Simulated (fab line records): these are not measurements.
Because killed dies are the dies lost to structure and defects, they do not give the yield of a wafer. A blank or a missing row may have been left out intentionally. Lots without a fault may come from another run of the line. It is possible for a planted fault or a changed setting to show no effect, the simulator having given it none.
Chamber matching / flow n5Finfet / pecvd-04 running N5_BEOL_M11_ILD_DEP_00: 3 sister chambers
The step deposits SiCOH lowk from DEMS/porogen, target thk 308.51 nm, time 58 s. 3 wafers are shown with their chamber, then 9 later ones without.

## EACH WAFER AND ITS CHAMBER
wafer=L084.2; chamber=0; heaterPowerW (W)=156
wafer=L086.1; chamber=1; heaterPowerW (W)=370
wafer=L086.4; chamber=2; heaterPowerW (W)=192

## WAFERS MISSING THEIR CHAMBER
wafer=L088.1; heaterPowerW (W)=228
wafer=L088.4; heaterPowerW (W)=240
wafer=L088.5; heaterPowerW (W)=165
wafer=L092.2; heaterPowerW (W)=365
wafer=L092.4; heaterPowerW (W)=377
wafer=L092.6; heaterPowerW (W)=223
wafer=L093.1; heaterPowerW (W)=148
wafer=L093.4; heaterPowerW (W)=373
wafer=L093.6; heaterPowerW (W)=157

## THE CHAMBER EACH PASSED THROUGH
wafer=L088.1; from the rows above=can't be placed: 2 or 0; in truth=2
wafer=L088.4; from the rows above=can't be placed: 2 or 0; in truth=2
wafer=L088.5; from the rows above=can't be placed: 0 or 2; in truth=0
wafer=L092.2; from the rows above=1; in truth=1
wafer=L092.4; from the rows above=1; in truth=1
wafer=L092.6; from the rows above=can't be placed: 2 or 0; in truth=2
wafer=L093.1; from the rows above=can't be placed: 0 or 2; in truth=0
wafer=L093.4; from the rows above=1; in truth=1
wafer=L093.6; from the rows above=can't be placed: 0 or 2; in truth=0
Correctly placed: 3 of 9. Unplaceable from these rows: 6, with the true chamber sitting among the candidates in 6. Placed wrongly: 0.
How it was worked out, from the rows above alone: a wafer's distance from a chamber is the root of the sum, over the readings, of the square of ((its reading less the chamber's mean) divided by the reading's scatter). The wafer belongs to the nearest chamber; if the next one is less than 2 further off, it can't be placed. A chamber's mean is the mean of its shown wafers. The scatter: with one shown wafer a chamber, the root of the mean of the squares of how far each hidden wafer lies from its nearest shown one.
